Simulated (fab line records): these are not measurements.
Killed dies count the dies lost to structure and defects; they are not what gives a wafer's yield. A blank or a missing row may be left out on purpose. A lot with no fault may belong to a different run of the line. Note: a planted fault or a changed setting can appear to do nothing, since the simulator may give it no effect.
fab line records	flow n5Finfet
record: lots: 7	wafers: 21
route steps=1938 shown BEOL_M2@890 BEOL_M3@934 BEOL_M4@1040 BEOL_M5@1116 BEOL_M6@1204
startH: hours from the record's opening day to when the first of the lot's shown wafers began	waitH: hours from the lot's prior step to this one	" repeats the value in the row above	L1.1+2: one row covering several wafers at once	- no value, or no start was given	* or withheld: withheld	< > ~ a bound
route shown NAME@n: NAME is a module with steps in the file, n the number in the route of the first one	usual: mean and standard deviation over wafers with no fault	same: alike in all rows	chamber/n: place in a boat	sites: each site's reading	_std_site: their standard deviation	_edge_site: mean of outer sites minus mean of inner sites	radiusMm: how far each site lies from the wafer's centre	mask NAME#n: copy n	behind: the tool/chamber that last shaped the wafer	hold: why the lot went on hold/how many hours it stayed there/how the hold came to an end	device: whichever transistor did not switch (one of n, p or np)	end of line: tests of these same wafers at the route's end	where a step has no rows: the recipe by itself	killed: not the wafer's yield, but the dies lost to structure and defects at the first sort	map: a wafer's dies, marking killed ones x, the rest . and places with no die _
set.NAME: setting as actually run; set.NAME@STEP: the setting as run at that earlier step	model.NAME: the simulator's own value behind a step, which no gauge read
lots run with intentionally changed settings; tables by step, rows by wafer
== steps ==
step: N5_BEOL_M2_TRENCH_ETCH_37
recipe: chemistry: C4F6/O2	targetDepthA: 555.55	target: SiOC	timeS: 29.2	ionEnergyEv: 250	pressureMtorr: 30	sourceW: 355	biasW: 185	Ar_flow_sccm: 300	C4F6_flow_sccm: 10	O2_flow_sccm: 10
usual: rfVppV: 667/4.3
lot.wafer	tool	chamber	startH	waitH	set.biasW	rfVppV
L081.1	rieDiel-03	2	-	-	185	673
L081.3	"	1	"	"	204.2	719
L081.6	"	3	"	"	204.2	714
L084.3	rieDiel-03	3	-	-	185	659
L084.4	"	1	"	"	185	663
L084.6	"	3	"	"	185	661
L085.1	rieDiel-01	3	-	-	185	666
L085.3	"	2	"	"	185	674
L085.5	"	0	"	"	175.7	642
L082.1	rieDiel-03	1	-	-	185	665
L082.4	"	3	"	"	185	661
L082.5	"	3	"	"	185	662
L088.4	rieDiel-06	0	-	-	185	662
L088.5	"	2	"	"	185	671
L088.6	"	3	"	"	185	672
L096.1	rieDiel-01	0	-	-	185	668
L096.2	"	3	"	"	185	664
L096.4	"	1	"	"	185	663
L097.1	rieDiel-03	0	-	-	185	669
L097.4	"	2	"	"	210.7	745
L097.5	"	0	"	"	210.7	744
step: N5_BEOL_M3_HM_DEP_02
recipe: material: TiN	targetThkA: 200	tempC: 25	chamberPressurePa: 0.49996
lot.wafer	tool	chamber	startH	waitH	set.targetThkA	model.TiN_of_BEOL_M3_HM_DEP_02.thkNm
L081.1	pvdSputter-02	-	208.19	1.4	200	20.2
L081.3	"	-	"	"	200	19.8
L081.6	"	-	"	"	200	20
L084.3	pvdSputter-03	-	218.84	0.4	200	20
L084.4	"	-	"	"	184.7	18.4
L084.6	"	-	"	"	184.7	18.6
L085.1+3+5	pvdSputter-02	-	221.56	2.0	200	19.8
L082.1+4+5	pvdSputter-03	-	226.67	1.0	200	20
L088.4	pvdSputter-03	-	243.97	0.9	173.6	17.4
L088.5	"	-	"	"	200	20.2
L088.6	"	-	"	"	200	20
L096.1	pvdSputter-02	-	280.70	0.8	208.3	21
L096.2+4	"	-	"	"	200	20
L097.1+4	pvdSputter-02	-	299.49	1.1	176.5	18
L097.5	"	-	"	"	200	20.4
step: N5_BEOL_M3_COAT_73
recipe: resist: underlayer	tempC: 205	timeS: 60	spinRpm: 1500	resistThkNm: 5
lot.wafer	tool	chamber	startH	waitH	set.tempC
L081.1+6	lithoTrack-05	0	-	-	205
L081.3	"	0	"	"	198
L084.3+4	lithoTrack-05	0	-	-	209.6
L084.6	"	0	"	"	205
L085.1+3+5	lithoTrack-03	0	-	-	205
L082.1+4+5	lithoTrack-05	0	-	-	205
L088.4	lithoTrack-02	0	-	-	199.5
L088.5+6	"	0	"	"	205
L096.1+2	lithoTrack-02	0	-	-	201.5
L096.4	"	0	"	"	205
L097.1	lithoTrack-02	0	-	-	195.9
L097.4+5	"	0	"	"	205
step: N5_BEOL_M3_COAT_05
recipe: resist: CAR-EUV	spinRpm: 1500	resistThkNm: 30
step: N5_BEOL_M3_EBR_07
recipe: solvent: PGMEA	ebrWidthMm: 1.5
step: N5_BEOL_M3_STRIP_75
recipe: chemistry: N2/H2	tempC: 40	n2FlowSccm: 200	h2FlowSccm: 200	rfFrequencyHz: 6e+07
step: N5_BEOL_M3_STRIP_66
recipe: chemistry: CF4	resist: SiARC	powerW: 300	biasPowerW: 75	pressureMtorr: 50	cf4FlowSccm: 150	rfFrequencyHz: 6e+07
step: N5_BEOL_M3_HM_OPEN_17
recipe: chemistry: Cl2/BCl3	targetDepthA: 200	overetchA: 60	target: TiN	maskMaterial: SOC	ionEnergyEv: 150	pressureMtorr: 10	icpW: 1000	biasW: 126	Cl2_flow_sccm: 53.25	bcl3FlowSccm: 21.75	Ar_flow_sccm: 25
lot.wafer	tool	chamber	startH	waitH	set.targetThkA@BEOL_M3_HM_DEP_02	model.etch.depthNm
L081.1	rieMetal-03	0	209.93	0.0	200	20.12
L081.3	"	1	"	"	200	19.87
L081.6	"	1	"	"	200	19.96
L084.3	rieMetal-02	1	219.76	0.1	200	19.97
L084.4	"	0	"	"	184.7	18.46
L084.6	"	0	"	"	184.7	18.57
L085.1	rieMetal-01	1	222.32	0.0	200	19.71
L085.3	"	0	"	"	200	19.7
L085.5	"	0	"	"	200	19.81
L082.1	rieMetal-01	1	227.50	0.0	200	19.9
L082.4	"	0	"	"	200	19.98
L082.5	"	0	"	"	200	19.92
L088.4	rieMetal-01	1	244.78	0.1	173.6	17.5
L088.5	"	0	"	"	200	20.29
L088.6	"	1	"	"	200	20.02
L096.1	rieMetal-02	0	281.52	0.0	208.3	21.04
L096.2	"	1	"	"	200	20.05
L096.4	"	1	"	"	200	19.99
L097.1	rieMetal-01	0	300.26	0.0	176.5	17.94
L097.4	"	1	"	"	176.5	17.95
L097.5	"	0	"	"	200	20.3
step: N5_BEOL_M4_ETCH_64
recipe: chemistry: N2/H2	target: SOC	targetDepthA: 750	overetchA: 225	maskMaterial: SiARC	tempC: 40	timeS: 121.9	ionEnergyEv: 200	pressureMtorr: 30	sourceW: 840	biasW: 150	n2FlowSccm: 200	h2FlowSccm: 200
usual: rfVppV: 524.4/2.3
lot.wafer	tool	chamber	startH	waitH	set.biasW	rfVppV	model.SiARC_of_BEOL_M4_COAT_62.thkNm
L081.1	rieDiel-06	1	225.25	0.0	150	520.8	6.2
L081.3	"	0	"	"	174.5	576.4	5.2
L081.6	"	2	"	"	150	523.7	6.2
L084.3	rieDiel-01	1	234.80	0.0	159.7	547.0	5.8
L084.4	"	0	"	"	159.7	542.9	5.8
L084.6	"	0	"	"	150	522.3	6.2
L085.1	rieDiel-03	1	239.65	0.0	150	527.5	6.4
L085.3	"	2	"	"	142.7	510.6	6.8
L085.5	"	1	"	"	142.7	511.8	6.8
L082.1	rieDiel-01	2	240.35	0.0	150	525.6	6.4
L082.4	"	0	"	"	150	522.6	6.4
L082.5	"	2	"	"	150	526.4	6.4
L088.4	rieDiel-03	3	260.35	0.1	168	559.5	5.6
L088.5	"	2	"	"	168	565.4	5.6
L088.6	"	1	"	"	150	527.9	6.4
L096.1	rieDiel-01	1	294.29	0.0	150	524.5	6.2
L096.2	"	0	"	"	129.1	475.1	7.2
L096.4	"	2	"	"	129.1	477.6	7.2
L097.1	rieDiel-06	2	309.11	0.0	137.7	495.8	7
L097.4	"	0	"	"	150	522.8	6.4
L097.5	"	0	"	"	137.7	494.9	7
step: N5_BEOL_M4_COAT_67
recipe: resist: SOC	tempC: 250	timeS: 60	spinRpm: 1500	resistThkNm: 60
lot.wafer	tool	chamber	startH	waitH	set.spinRpm	model.SOC_of_BEOL_M4_COAT_67.thkNm
L081.1+3	lithoTrack-01	0	225.74	0.0	1500	59.8
L081.6	"	0	"	"	1650	57
L084.3	lithoTrack-05	0	235.21	0.0	1500	60
L084.4	"	0	"	"	1345	63.2
L084.6	"	0	"	"	1345	63.4
L085.1	lithoTrack-04	0	240.13	0.0	1500	60
L085.3+5	"	0	"	"	1500	60.2
L082.1+4+5	lithoTrack-04	0	240.74	0.0	1500	60
L088.4	lithoTrack-01	0	260.68	0.0	1500	60
L088.5+6	"	0	"	"	1553	58.6
L096.1	lithoTrack-04	0	294.68	0.0	1500	60
L096.2+4	"	0	"	"	1500	60.2
L097.1	lithoTrack-04	0	309.50	0.0	1500	60
L097.4	"	0	"	"	1500	60.2
L097.5	"	0	"	"	1500	59.8
step: N5_BEOL_M4_COAT_68
recipe: resist: SiARC	tempC: 220	timeS: 60	spinRpm: 1500	resistThkNm: 12
step: N5_BEOL_M4_COAT_76
recipe: resist: underlayer	tempC: 205	timeS: 60	spinRpm: 1500	resistThkNm: 5
step: N5_BEOL_M4_ALD_98
recipe: material: SiO2	targetThkA: 25	tempC: 100	aldPrecursorFamily: BDEAS	aldCoReactant: O2-plasma	pulseTimeS: 1	coReactantPulseTimeS: 1	purgeTimeS: 2	coReactantPurgeTimeS: 2	aldCycles: 17	pressureTorr: 2
step: N5_BEOL_M4_ETCHBACK_99
recipe: chemistry: CHF3	target: SiO2	targetDepthA: 50	timeS: 10.4	sourceW: 215	biasW: 47	Ar_flow_sccm: 200	CHF3_flow_sccm: 12	ionEnergyEv: 100	pressureMtorr: 30
step: N5_BEOL_M4_ETCH_70
recipe: chemistry: N2/H2	target: SOC	targetDepthA: 800	overetchA: 240	maskMaterial: SiARC	tempC: 40	timeS: 130	ionEnergyEv: 200	pressureMtorr: 30	sourceW: 840	biasW: 150	n2FlowSccm: 200	h2FlowSccm: 200
lot.wafer	tool	chamber	startH	waitH	set.spinRpm@BEOL_M4_COAT_67	model.etch.depthNm
L081.1	rieDiel-01	2	229.98	0.0	1500	59.79
L081.3	"	1	"	"	1500	59.8
L081.6	"	3	"	"	1650	57.06
L082.1	rieDiel-01	3	243.50	0.0	1500	59.93
L082.4	"	1	"	"	1500	60.01
L082.5	"	1	"	"	1500	59.97
L084.3	rieDiel-03	2	246.25	0.0	1500	59.95
L084.4	"	0	"	"	1345	63.2
L084.6	"	0	"	"	1345	63.32
L085.1	rieDiel-01	1	259.10	0.0	1500	60.03
L085.3	"	3	"	"	1500	60.21
L085.5	"	0	"	"	1500	60.26
L088.4	rieDiel-03	1	272.29	0.0	1500	59.99
L088.5	"	2	"	"	1553	58.64
L088.6	"	3	"	"	1553	58.63
L096.1	rieDiel-03	3	302.91	0.0	1500	59.97
L096.2	"	1	"	"	1500	60.12
L096.4	"	2	"	"	1500	60.22
L097.1	rieDiel-03	3	326.60	0.0	1500	60.09
L097.4	"	2	"	"	1500	60.11
L097.5	"	3	"	"	1500	59.9
step: N5_BEOL_M4_STRIP_71
recipe: chemistry: N2/H2	tempC: 40	n2FlowSccm: 200	h2FlowSccm: 200	rfFrequencyHz: 6e+07
step: N5_BEOL_M4_STRIP_78
recipe: chemistry: N2/H2	tempC: 40	n2FlowSccm: 200	h2FlowSccm: 200	rfFrequencyHz: 6e+07
step: N5_BEOL_M4_VIA_ETCH_34
recipe: chemistry: C4F6/O2	targetDepthA: 694	maskMaterial: SOC	pressureMtorr: 15	ionEnergyEv: 250	taperDeg: 4	timeS: 65.9	sourceW: 350	biasW: 170	Ar_flow_sccm: 300	C4F6_flow_sccm: 10	O2_flow_sccm: 10
lot.wafer	tool	chamber	startH	waitH	set.spinRpm@BEOL_M4_COAT_67	model.SOC_of_BEOL_M4_COAT_67.thkNm
L081.1+3	rieDiel-01	2,1	230.08	0.0	1500	51.6
L081.6	"	3	"	"	1650	49
L082.1+4+5	rieDiel-01	3,1,1	243.61	0.0	1500	51.8
L084.3	rieDiel-03	2	246.36	0.0	1500	51.8
L084.4+6	"	0	"	"	1345	55
L085.1	rieDiel-01	1	259.21	0.0	1500	51.8
L085.3+5	"	3,0	"	"	1500	52.2
L088.4	rieDiel-03	1	272.38	0.0	1500	51.8
L088.5	"	2	"	"	1553	50.4
L088.6	"	3	"	"	1553	50.6
L096.1	rieDiel-03	3	303.02	0.0	1500	52
L096.2+4	"	1,2	"	"	1500	52.2
L097.1+4	rieDiel-03	3,2	326.70	0.0	1500	52
L097.5	"	3	"	"	1500	51.8
step: N5_BEOL_M5_HM_DEP_02
recipe: material: TiN	targetThkA: 200	tempC: 25	chamberPressurePa: 0.49996
lot.wafer	tool	chamber	startH	waitH	set.targetThkA	model.TiN_of_BEOL_M5_HM_DEP_02.thkNm
L081.1	pvdSputter-02	-	237.37	1.3	200	19.4
L081.3+6	"	-	"	"	200	19.6
L082.1+4	pvdSputter-01	-	250.71	1.2	200	20
L082.5	"	-	"	"	200	20.2
L084.3+4+6	pvdSputter-03	-	253.32	0.5	200	20.2
L085.1	pvdSputter-02	-	265.73	0.5	218.7	21.8
L085.3+5	"	-	"	"	200	19.8
L088.4+5	pvdSputter-01	-	279.79	1.3	180.2	18.4
L088.6	"	-	"	"	180.2	18.2
L096.1+2	pvdSputter-01	-	310.97	1.1	226.5	22.6
L096.4	"	-	"	"	200	20.2
L097.1	pvdSputter-02	-	334.56	1.3	200	19.8
L097.4	"	-	"	"	183.9	18.2
L097.5	"	-	"	"	183.9	18
step: N5_BEOL_M5_COAT_59
recipe: resist: SOC	tempC: 250	timeS: 60	spinRpm: 1500	resistThkNm: 60
step: N5_BEOL_M5_COAT_60
recipe: resist: SiARC	tempC: 220	timeS: 60	spinRpm: 1500	resistThkNm: 12
step: N5_BEOL_M5_STRIP_73
recipe: chemistry: N2/H2	tempC: 40	n2FlowSccm: 200	h2FlowSccm: 200	rfFrequencyHz: 6e+07
step: N5_BEOL_M5_STRIP_64
recipe: chemistry: CF4	resist: SiARC	powerW: 300	biasPowerW: 75	pressureMtorr: 50	cf4FlowSccm: 150	rfFrequencyHz: 6e+07
step: N5_BEOL_M5_HM_OPEN_17
recipe: chemistry: Cl2/BCl3	targetDepthA: 200	overetchA: 60	target: TiN	maskMaterial: SOC	ionEnergyEv: 150	pressureMtorr: 10	icpW: 1000	biasW: 126	Cl2_flow_sccm: 53.25	bcl3FlowSccm: 21.75	Ar_flow_sccm: 25
lot.wafer	tool	chamber	startH	waitH	set.targetThkA@BEOL_M5_HM_DEP_02	model.etch.depthNm
L081.1	rieMetal-02	1	238.44	0.0	200	19.36
L081.3	"	1	"	"	200	19.59
L081.6	"	1	"	"	200	19.52
L082.1	rieMetal-02	0	251.47	0.0	200	20.02
L082.4	"	0	"	"	200	20.04
L082.5	"	1	"	"	200	20.17
L084.3	rieMetal-01	0	254.11	0.1	200	20.21
L084.4	"	1	"	"	200	20.24
L084.6	"	1	"	"	200	20.28
L085.1	rieMetal-03	1	266.50	0.0	218.7	21.72
L085.3	"	0	"	"	200	19.77
L085.5	"	0	"	"	200	19.79
L088.4	rieMetal-01	0	280.70	0.1	180.2	18.33
L088.5	"	1	"	"	180.2	18.35
L088.6	"	0	"	"	180.2	18.12
L096.1	rieMetal-02	0	311.73	0.0	226.5	22.54
L096.2	"	1	"	"	226.5	22.53
L096.4	"	1	"	"	200	20.14
L097.1	rieMetal-02	0	335.86	0.0	200	19.82
L097.4	"	1	"	"	183.9	18.21
L097.5	"	0	"	"	183.9	18.07
step: N5_BEOL_M5_STRIP_19
recipe: chemistry: O2	powerW: 400	tempC: 40	pressureMtorr: 30	rfFrequencyHz: 6e+07	biasPowerW: 0	overashFraction: 0.2	o2FlowSccm: 225
step: N5_BEOL_M5_STRIP_85
recipe: chemistry: C4F6/O2	resist: SiARC	rfFrequencyHz: 6e+07
step: N5_BEOL_M5_STRIP_36
recipe: chemistry: N2/H2	powerW: 450	tempC: 40	pressureMtorr: 20	rfFrequencyHz: 6e+07	overashFraction: 0.3	biasPowerW: 7	h2Frac: 0.5	n2FlowSccm: 200	h2FlowSccm: 200
step: N5_BEOL_M5_TRENCH_ETCH_37
recipe: chemistry: C4F6/O2	targetDepthA: 716.52	target: SiCOH_lowk	timeS: 24.7	ionEnergyEv: 250	pressureMtorr: 30	sourceW: 345	biasW: 185	Ar_flow_sccm: 300	C4F6_flow_sccm: 10	O2_flow_sccm: 10
lot.wafer	tool	chamber	startH	waitH	set.targetThkA@BEOL_M5_HM_DEP_02	model.TiN_of_BEOL_M5_HM_DEP_02.thkNm
L081.1	rieDiel-02	0	-	-	200	17.2
L081.3+6	"	2,1	"	"	200	17.4
L082.1	rieDiel-04	3	-	-	200	17.8
L082.4+5	"	2,1	"	"	200	18
L084.3+4+6	rieDiel-04	1,2,2	-	-	200	18.2
L085.1	rieDiel-02	2	-	-	218.7	19.6
L085.3	"	0	"	"	200	17.8
L085.5	"	2	"	"	200	17.6
L088.4+5	rieDiel-02	3	-	-	180.2	16.2
L088.6	"	0	"	"	180.2	16
L096.1+2	rieDiel-05	2,1	-	-	226.5	20.4
L096.4	"	2	"	"	200	18
L097.1	rieDiel-05	1	-	-	200	17.6
L097.4+5	"	2,3	"	"	183.9	16
step: N5_BEOL_M6_EXPOSE_08
recipe: maskId: M6	na: 1.35	sourceShape: dipole	sigmaInner: 0.817	sigmaOuter: 0.97	polarization: te	doseMj: 68.25
lot.wafer	tool	chamber	startH	waitH	mask	set.doseMj
L081.1+3+6	arfiScanner-02	0	251.50	-	M6#0	68.25
L082.1+4+5	arfiScanner-01	0	265.04	-	M6#0	68.25
L084.3	arfiScanner-03	0	265.38	-	M6#0	68.25
L084.4+6	"	0	"	"	M6#0	64.81
L085.1+3	arfiScanner-02	0	279.67	-	M6#0	70.22
L085.5	"	0	"	"	M6#0	68.25
L088.4+5+6	arfiScanner-01	0	294.23	-	M6#0	68.25
L096.1+4	arfiScanner-01	0	322.59	-	M6#0	68.25
L096.2	"	0	"	"	M6#0	70.84
L097.1+5	arfiScanner-02	0	347.48	-	M6#0	73.2
L097.4	"	0	"	"	M6#0	68.25
step: N5_BEOL_M6_PEB_09
recipe: pebTempC: withheld	pebTimeS: 60	resist: CAR-ArF
step: N5_BEOL_M6_DEVELOP_10
recipe: developTimeS: 30	developer: TMAH	resist: CAR-ArF	rinseLiquid: diw	dry: airSpin	devTempC: 23
step: N5_BEOL_M6_CD_MEAS_11
recipe: targetCdNm: 38.5	landingEnergyEv: 500	detector: seInlens	polarity: opening
usual: cdNm: 38.6/0.42
lot.wafer	tool	chamber	startH	waitH	set.doseMj@BEOL_M6_EXPOSE_08	cdNm
L081.1	cdSem-01	0	251.63	-	68.25	38.3
L081.3	"	0	"	"	68.25	38.4
L081.6	"	0	"	"	68.25	38.0
L082.1	cdSem-02	0	265.16	-	68.25	39.0
L082.4	"	0	"	"	68.25	38.9
L082.5	"	0	"	"	68.25	39.1
L084.3	cdSem-03	0	265.50	-	68.25	39.2
L084.4	"	0	"	"	64.81	36.0
L084.6	"	0	"	"	64.81	36.0
L085.1	cdSem-02	0	279.80	-	70.22	39.9
L085.3	"	0	"	"	70.22	40.5
L085.5	"	0	"	"	68.25	39.8
L088.4	cdSem-02	0	294.35	-	68.25	38.5
L088.5	"	0	"	"	68.25	38.7
L088.6	"	0	"	"	68.25	38.5
L096.1	cdSem-03	0	322.71	-	68.25	38.9
L096.2	"	0	"	"	70.84	40.4
L096.4	"	0	"	"	68.25	39.2
L097.1	cdSem-01	0	347.61	-	73.2	42.3
L097.4	"	0	"	"	68.25	38.3
L097.5	"	0	"	"	73.2	42.6
step: N5_BEOL_M6_DESCUM_16
recipe: chemistry: O2	timeS: 7.9	sourcePowerW: 50	biasPowerW: 20	pressureMtorr: 20	rfFrequencyHz: 2.712e+07	tempC: 40	resist: CAR-ArF	o2FlowSccm: 225
step: N5_BEOL_M6_ETCH_61
recipe: chemistry: CF4	target: SiARC	targetDepthA: 455	maskMaterial: CAR-ArF	timeS: 75.8	ionEnergyEv: 80	pressureMtorr: 40	sourceW: 545	biasW: 36	Ar_flow_sccm: 100	cf4FlowSccm: 100	ends: cleared
lot.wafer	tool	chamber	startH	waitH	set.doseMj@BEOL_M6_EXPOSE_08	model.BEOL_M6.cdOffsetNm
L081.1+6	rieDiel-03	2,0	251.75	0.0	68.25	0
L081.3	"	1	"	"	68.25	0.2
L082.1+5	rieDiel-06	2	265.34	0.0	68.25	0.8
L082.4	"	0	"	"	68.25	0.4
L084.3	rieDiel-03	3	265.91	0.0	68.25	0.6
L084.4	"	2	"	"	64.81	-2.4
L084.6	"	1	"	"	64.81	-2.6
L085.1	rieDiel-01	3	279.92	0.0	70.22	1.8
L085.3	"	2	"	"	70.22	2
L085.5	"	0	"	"	68.25	1
L088.4	rieDiel-06	0	294.46	0.0	68.25	-0.2
L088.5	"	1	"	"	68.25	0.2
L088.6	"	0	"	"	68.25	0
L096.1	rieDiel-06	3	322.84	0.0	68.25	0.2
L096.2	"	1	"	"	70.84	2.2
L096.4	"	2	"	"	68.25	0.4
L097.1	rieDiel-03	2	347.73	0.0	73.2	3.8
L097.4	"	3	"	"	68.25	-0.2
L097.5	"	1	"	"	73.2	3.6
== key ==
split: step: N5_BEOL_M2_TRENCH_ETCH_37	setting: biasW	stated: 185	by: wafer
response: step: N5_BEOL_M2_TRENCH_ETCH_37	reading: rfVppV	change: +5.02	per: 1%	r: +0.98
split: step: N5_BEOL_M3_HM_DEP_02	setting: targetThkA	stated: 200	by: wafer
response: step: N5_BEOL_M3_HM_DEP_02	reading: model.TiN_of_BEOL_M3_HM_DEP_02.thkNm	change: +0.205	per: 1%	r: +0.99
response: step: N5_BEOL_M3_HM_OPEN_17	reading: model.etch.depthNm	change: +0.201	per: 1%	r: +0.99
split: step: N5_BEOL_M3_COAT_73	setting: tempC	stated: 205	by: wafer
response none clear
split: step: N5_BEOL_M4_ETCH_64	setting: biasW	stated: 150	by: wafer
response: step: N5_BEOL_M4_ETCH_64	reading: rfVppV	change: +3.28	per: 1%	r: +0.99
response: step: N5_BEOL_M4_ETCH_64	reading: model.SiARC_of_BEOL_M4_COAT_62.thkNm	change: -0.0669	per: 1%	r: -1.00
split: step: N5_BEOL_M4_COAT_67	setting: spinRpm	stated: 1500	by: wafer
response: step: N5_BEOL_M4_COAT_67	reading: model.SOC_of_BEOL_M4_COAT_67.thkNm	change: -0.306	per: 1%	r: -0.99
response: step: N5_BEOL_M4_ETCH_70	reading: model.etch.depthNm	change: -0.303	per: 1%	r: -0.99
response: step: N5_BEOL_M4_VIA_ETCH_34	reading: model.SOC_of_BEOL_M4_COAT_67.thkNm	change: -0.29	per: 1%	r: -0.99
split: step: N5_BEOL_M5_HM_DEP_02	setting: targetThkA	stated: 200	by: wafer
response: step: N5_BEOL_M5_HM_DEP_02	reading: model.TiN_of_BEOL_M5_HM_DEP_02.thkNm	change: +0.196	per: 1%	r: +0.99
response: step: N5_BEOL_M5_HM_OPEN_17	reading: model.etch.depthNm	change: +0.193	per: 1%	r: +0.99
response: step: N5_BEOL_M5_TRENCH_ETCH_37	reading: model.TiN_of_BEOL_M5_HM_DEP_02.thkNm	change: +0.191	per: 1%	r: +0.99
split: step: N5_BEOL_M6_EXPOSE_08	setting: doseMj	stated: 68.25	by: wafer
response: step: N5_BEOL_M6_CD_MEAS_11	reading: cdNm	change: +0.525	per: 1%	r: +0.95
response: step: N5_BEOL_M6_ETCH_61	reading: model.BEOL_M6.cdOffsetNm	change: +0.533	per: 1%	r: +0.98
